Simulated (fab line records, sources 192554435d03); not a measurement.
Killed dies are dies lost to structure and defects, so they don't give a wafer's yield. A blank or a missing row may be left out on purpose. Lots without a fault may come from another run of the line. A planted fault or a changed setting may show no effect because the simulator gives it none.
Which tool did it? | flow n5_finfet | 8 lots, 24 wafers sampled, at 5 steps of a route of 1938

WHAT THE GAUGES READ, wafer by wafer
N5_HKMG_FIN_OVL_MEAS_13. Usual: NWFM_OVL -0.4 nm, standard deviation 0.75.
lot  | measured    | on         | NWFM_OVL (nm)  | flag
L202 | day 4 00:43 | overlay-01 | -0.6 -1.7 -0.3 |
L203 | day 4 06:35 | overlay-01 | 0.1 0.3 -0.4   |
L213 | day 7 00:44 | overlay-01 | -0.5 0.2 0.0   |
L218 | day 8 07:10 | overlay-01 | 0.8 0.0 0.5    |
L220 | day 8 15:08 | overlay-01 | -0.4 -0.2 -0.5 |
L223 | day 9 09:13 | overlay-01 | -1.3 -1.3 -0.6 |
L224 | day 9 14:37 | overlay-01 | -1.7 0.4 -1.9  |
L225 | day 9 22:14 | overlay-01 | -0.9 0.9 0.0   |

N5_BEOL_M4_RC_MEAS_101. Usual: DIBL_N 36.3 mV/V, standard deviation 1.6; DIBL_P 36.5 mV/V, standard deviation 1.6; IOFF_N 0.163 nA/um, standard deviation 0.026; IOFF_N_85C 3.2 nA/um, standard deviation 0.42; IOFF_N_LIN 0.075 nA/um, standard deviation 0.0098; IOFF_N_LONG 5.56e-05 nA/um, standard deviation 2.1e-06; IOFF_P 0.22 nA/um, standard deviation 0.033; IOFF_P_85C 3.7 nA/um, standard deviation 0.48; IOFF_P_LIN 0.102 nA/um, standard deviation 0.013; IOFF_P_LONG 0.000106 nA/um, standard deviation 8.4e-06; ION_N 676 uA/um, standard deviation 9.9; ION_P 464 uA/um, standard deviation 6.5; SS_N 71.5 mV/dec, standard deviation 0.5; SS_P 73.3 mV/dec, standard deviation 0.64; VT_N 249.3 mV, standard deviation 2.9; VT_N_LONG 274.8 mV, standard deviation 1.6; VT_N_LVT 98.2 mV, standard deviation 2.8; VT_P -250 mV, standard deviation 3.2; VT_P_LONG -275.0 mV, standard deviation 3; VT_P_LVT -98.5 mV, standard deviation 3.
lot  | measured     | on        | DIBL_N (mV/V)  | DIBL_P (mV/V)  | IOFF_N (nA/um)    | IOFF_N_85C (nA/um) | IOFF_N_LIN (nA/um) | IOFF_N_LONG (nA/um)        | IOFF_P (nA/um) | IOFF_P_85C (nA/um) | IOFF_P_LIN (nA/um) | IOFF_P_LONG (nA/um)        | ION_N (uA/um) | ION_P (uA/um) | SS_N (mV/dec)  | SS_P (mV/dec)  | VT_N (mV)         | VT_N_LONG (mV)    | VT_N_LVT (mV)     | VT_P (mV)      | VT_P_LONG (mV)       | VT_P_LVT (mV)        | flag
L202 | day 8 10:20  | prober-02 | 32.9 35.1 33.6 | 32.6 35.7 34.0 | 0.114 0.150 0.129 | 2.3 2.9 2.6        | 0.057 0.072 0.063  | 5.35e-05 5.29e-05 5.28e-05 | 0.14 0.19 0.16 | 2.7 3.4 3.0        | 0.075 0.091 0.083  | 9e-05 9.2e-05 9.2e-05      | 671 669 661   | 458 462 452   | 70.9 71.1 71.8 | 72.6 74.1 72.5 | 255.4 249.7 252.2 | 275.2 275.1 277.7 | 100.7 97.5 99.5   | -259 -252 -254 | -278.1 -276.2 -275.7 | -103.8 -100.4 -101.8 |
L203 | day 9 01:08  | prober-01 | 37.5 38.1 38.2 | 36.8 38.0 38.0 | 0.167 0.175 0.187 | 3.3 3.4 3.6        | 0.077 0.079 0.084  | 5.35e-05 5.38e-05 5.49e-05 | 0.23 0.25 0.26 | 4.2 4.4 4.6        | 0.112 0.117 0.122  | 0.000102 0.000107 0.000106 | 666 671 680   | 457 462 468   | 71.6 71.3 72.5 | 74.2 73.7 74.3 | 248.8 248.0 248.9 | 275.8 277.7 274.8 | 97.2 97.3 95.2    | -249 -244 -246 | -272.2 -274.6 -277.1 | -96.9 -96.9 -96.2    |
L213 | day 11 17:46 | prober-01 | 35.7 33.8 35.4 | 35.7 33.9 36.0 | 0.159 0.007 0.158 | 3.0 0.2 3.0        | 0.074 0.004 0.073  | 5.8e-05 2.38e-05 5.69e-05  | 0.22 0.43 0.23 | 3.7 6.6 3.9        | 0.105 0.210 0.107  | 0.000114 0.000233 0.000115 | 679 487 672   | 465 500 460   | 71.2 70.5 71.8 | 73.0 72.6 73.0 | 248.4 330.3 250.1 | 275.5 357.3 274.9 | 97.7 180.8 98.3   | -249 -227 -248 | -270.4 -244.3 -272.7 | -96.6 -75.3 -96.3    | OFF
L218 | day 12 13:53 | prober-01 | 36.2 35.1 35.8 | 36.7 35.2 36.3 | 0.152 0.132 0.154 | 3.0 2.7 3.1        | 0.070 0.062 0.072  | 5.17e-05 5.26e-05 5.31e-05 | 0.19 0.17 0.18 | 3.3 3.1 3.2        | 0.084 0.080 0.083  | 9.2e-05 8.8e-05 9.5e-05    | 667 659 683   | 455 454 461   | 71.4 71.5 71.4 | 73.9 73.3 73.4 | 250.6 254.4 250.6 | 276.4 279.6 277.6 | 101.5 103.2 100.5 | -255 -253 -256 | -279.5 -281.2 -278.8 | -105.2 -105.6 -105.0 |
L220 | day 12 18:37 | prober-01 | 37.5 35.4 36.4 | 35.8 34.7 35.1 | 0.166 0.140 0.143 | 3.2 2.8 2.9        | 0.073 0.067 0.068  | 5.37e-05 5.37e-05 5.39e-05 | 0.21 0.20 0.20 | 3.5 3.4 3.4        | 0.101 0.097 0.097  | 0.0001 0.000104 9.9e-05    | 678 668 668   | 463 462 460   | 71.2 71.3 71.1 | 73.0 72.8 72.6 | 249.6 248.2 247.9 | 276.5 276.1 274.4 | 98.8 98.7 98.9    | -249 -251 -252 | -273.6 -275.2 -275.8 | -98.4 -99.0 -100.1   |
L223 | day 13 21:23 | prober-01 | 35.9 35.8 35.9 | 35.8 36.3 36.1 | 0.146 0.143 0.152 | 2.9 2.9 3.0        | 0.067 0.068 0.071  | 5.37e-05 5.35e-05 5.41e-05 | 0.20 0.20 0.20 | 3.5 3.5 3.5        | 0.096 0.096 0.093  | 0.000101 9.8e-05 9.7e-05   | 667 671 675   | 459 467 462   | 71.0 71.2 71.4 | 73.1 73.1 72.5 | 253.6 250.4 251.3 | 276.8 275.8 274.6 | 99.9 99.9 97.7    | -251 -253 -254 | -275.8 -273.2 -272.8 | -99.1 -98.8 -98.8    |
L224 | day 14 04:17 | prober-01 | 36.0 34.9 35.7 | 37.1 35.2 36.3 | 0.169 0.145 0.164 | 3.3 2.9 3.2        | 0.077 0.067 0.075  | 5.53e-05 5.43e-05 5.46e-05 | 0.22 0.19 0.22 | 3.9 3.4 3.7        | 0.107 0.094 0.103  | 0.000104 0.000107 0.000104 | 669 662 672   | 465 456 462   | 71.8 71.6 71.7 | 73.4 73.5 73.8 | 249.5 252.3 250.3 | 275.4 274.4 275.3 | 98.5 100.4 97.7   | -250 -251 -248 | -276.7 -279.4 -279.8 | -97.8 -99.9 -99.0    |
L225 | day 14 08:29 | prober-01 | 36.3 36.5 38.5 | 35.8 35.5 39.0 | 0.173 0.165 0.217 | 3.3 3.2 4.0        | 0.083 0.078 0.098  | 6.01e-05 6.01e-05 6.04e-05 | 0.24 0.23 0.30 | 4.0 3.9 4.9        | 0.112 0.108 0.131  | 0.000114 0.000113 0.000112 | 681 671 696   | 463 462 473   | 71.5 72.0 72.0 | 73.2 74.0 74.1 | 246.1 247.7 243.8 | 274.0 274.4 273.9 | 94.0 94.7 91.0    | -246 -246 -245 | -272.8 -271.7 -274.4 | -93.5 -93.6 -89.9    |

WHICH TOOL RAN EACH LOT (tool, then ch and the chambers of the sampled wafers, then the start)
lot  | N5_HKMG_FIN_ETCH_32               | N5_HKMG_FIN_NWFM_ALD_20             | N5_HKMG_FIN_ALD_21
L202 | rie_diel-04 ch 0,2,3, day 4 00:52 | ald_metal-03 ch 0,1,3, day 4 02:58  | ald_metal-04 ch 0,1,2, day 4 04:11
L203 | rie_diel-01 ch 0,1,3, day 4 06:45 | ald_metal-04 ch 0,1,2, day 4 08:39  | ald_metal-02 ch 1,2, day 4 09:58
L213 | rie_diel-04 ch 1,3, day 7 00:53   | ald_metal-03 ch 0,1,3, day 7 02:44  | ald_metal-04 ch 1,2, day 7 03:55
L218 | rie_diel-01 ch 1,2,3, day 8 07:19 | ald_metal-02 ch 0,2,3, day 8 09:19  | ald_metal-04 ch 0,1,2, day 8 10:34
L220 | rie_diel-03 ch 0,1,2, day 8 15:17 | ald_metal-04 ch 1,2,3, day 8 17:08  | ald_metal-04 ch 0,1,3, day 8 18:22
L223 | rie_diel-04 ch 1,2,3, day 9 09:28 | ald_metal-02 ch 1,2,3, day 9 11:20  | ald_metal-03 ch 0,1, day 9 12:31
L224 | rie_diel-03 ch 2,3, day 9 15:10   | ald_metal-02 ch 1,3, day 9 17:01    | ald_metal-04 ch 0,3, day 9 18:13
L225 | rie_diel-01 ch 1,2,3, day 9 22:23 | ald_metal-04 ch 0,1,2, day 10 00:15 | ald_metal-02 ch 0,1,3, day 10 01:26
- N5_HKMG_FIN_ETCH_32: etches SOC in N2/H2, target depth 240 nm, time 300 s.
- N5_HKMG_FIN_NWFM_ALD_20: deposits TiAlC, target thk 2 nm, pulse time 3 s, purge time 2 s.
- N5_HKMG_FIN_ALD_21: deposits TiN, target thk 1.5 nm, pulse time 1 s, purge time 3 s.

WHAT THE TOOLS THEMSELVES READ (means of the sampled wafers that have a number; where no wafer has one, the mark that the record gives instead)
N5_HKMG_FIN_ETCH_32. Usual: bias_w 150.0 W, standard deviation 0.45; drypump_motor_current_A 5.8 A, standard deviation 0.35; oes_product_au 0.80 a.u., standard deviation 0.083; rf_vpp_V 524.0 V, standard deviation 2.8; showerhead_plenum_p_Torr 2.55 Torr, standard deviation 0.093; throttle_valve_pct 17.85 %, standard deviation 0.24.
lot  | tool        | bias_w (W) | drypump_motor_current_A (A) | oes_product_au (a.u.) | rf_vpp_V (V) | showerhead_plenum_p_Torr (Torr) | throttle_valve_pct (%) | flag
L202 | rie_diel-04 | 149.7      | 5.6                         | 0.88                  | 525.4        | 2.61                            | 17.76                  |
L203 | rie_diel-01 | 149.9      | 5.9                         | 0.80                  | 522.3        | 2.49                            | 17.77                  |
L213 | rie_diel-04 | 150.4      | 6.0                         | 0.86                  | 528.0        | 2.71                            | 17.83                  |
L218 | rie_diel-01 | 150.1      | 6.0                         | 0.72                  | 522.1        | 2.50                            | 17.91                  |
L220 | rie_diel-03 | 150.6      | 5.6                         | 0.89                  | 525.2        | 2.55                            | 17.76                  |
L223 | rie_diel-04 | 150.2      | 5.8                         | 0.80                  | 528.4        | 2.67                            | 17.95                  |
L224 | rie_diel-03 | 150.0      | 5.6                         | 0.76                  | 524.0        | 2.58                            | 18.15                  |
L225 | rie_diel-01 | 150.3      | 6.0                         | 0.71                  | 522.5        | 2.49                            | 17.92                  |

N5_HKMG_FIN_NWFM_ALD_20. Usual: heater_power_outer_w 269 W, standard deviation 23; heater_power_w 473 W, standard deviation 46; precursor_pulse_height_rel 1.000, standard deviation 0.02.
lot  | tool         | heater_power_outer_w (W) | heater_power_w (W) | precursor_pulse_height_rel | flag
L202 | ald_metal-03 | 272                      | 496                | 1.018                      |
L203 | ald_metal-04 | 265                      | 472                | 0.998                      |
L213 | ald_metal-03 | 271                      | 500                | 0.982                      |
L218 | ald_metal-02 | 268                      | 447                | 1.010                      |
L220 | ald_metal-04 | 274                      | 488                | 0.976                      |
L223 | ald_metal-02 | 274                      | 461                | 1.000                      |
L224 | ald_metal-02 | 276                      | 452                | 0.992                      |
L225 | ald_metal-04 | 266                      | 474                | 1.002                      |

N5_HKMG_FIN_ALD_21. Usual: heater_power_outer_w 528 W, standard deviation 50; heater_power_w 846 W, standard deviation 74; precursor_pulse_height_rel 1.000, standard deviation 0.019.
lot  | tool         | heater_power_outer_w (W) | heater_power_w (W) | precursor_pulse_height_rel | flag
L202 | ald_metal-04 | 514                      | 845                | 0.990                      |
L203 | ald_metal-02 | 534                      | 837                | 0.981                      |
L213 | ald_metal-04 | 562                      | 892                | 0.988                      |
L218 | ald_metal-04 | 520                      | 830                | 1.020                      |
L220 | ald_metal-04 | 552                      | 874                | 1.004                      |
L223 | ald_metal-03 | 485                      | 817                | 1.009                      |
L224 | ald_metal-04 | 516                      | 825                | 0.999                      |
L225 | ald_metal-02 | 520                      | 840                | 1.000                      |

THE ANSWER, worked out from the rows above alone
Rule: a lot is off if the mean of its wafers that have a number lies more than 3 standard deviations from the usual mean. A lot without any number at a reading at which 4 lots or more have one is off too. The other lots that the step has rows for count as sound. The gauges are gone through in route order, then the tools' own readings, and for those a lot's mean is taken as printed above. The first step at which some lot is off is used, and at that step the reading that is off furthest; a lot without a number counts as furthest.
Off: L213, at N5_BEOL_M4_RC_MEAS_101 (VT_N_LONG).
A tool fits if, at a process step before that reading, it ran every lot that is off, and no sound lot after the first of them. The gauges at N5_BEOL_M4_RC_MEAS_101 are tried like those tools. One fits: ald_metal-03 at N5_HKMG_FIN_NWFM_ALD_20. Its last sound lot is L202 (day 4 02:58), its first lot that is off L213 (day 7 02:44): a fault that began between those two fits.

WHAT THE SIMULATOR HAD PUT IN
Process parameter drift: ald_metal-03, from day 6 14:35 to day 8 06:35, at N5_HKMG_FIN_NWFM_ALD_20. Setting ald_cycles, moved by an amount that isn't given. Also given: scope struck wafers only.
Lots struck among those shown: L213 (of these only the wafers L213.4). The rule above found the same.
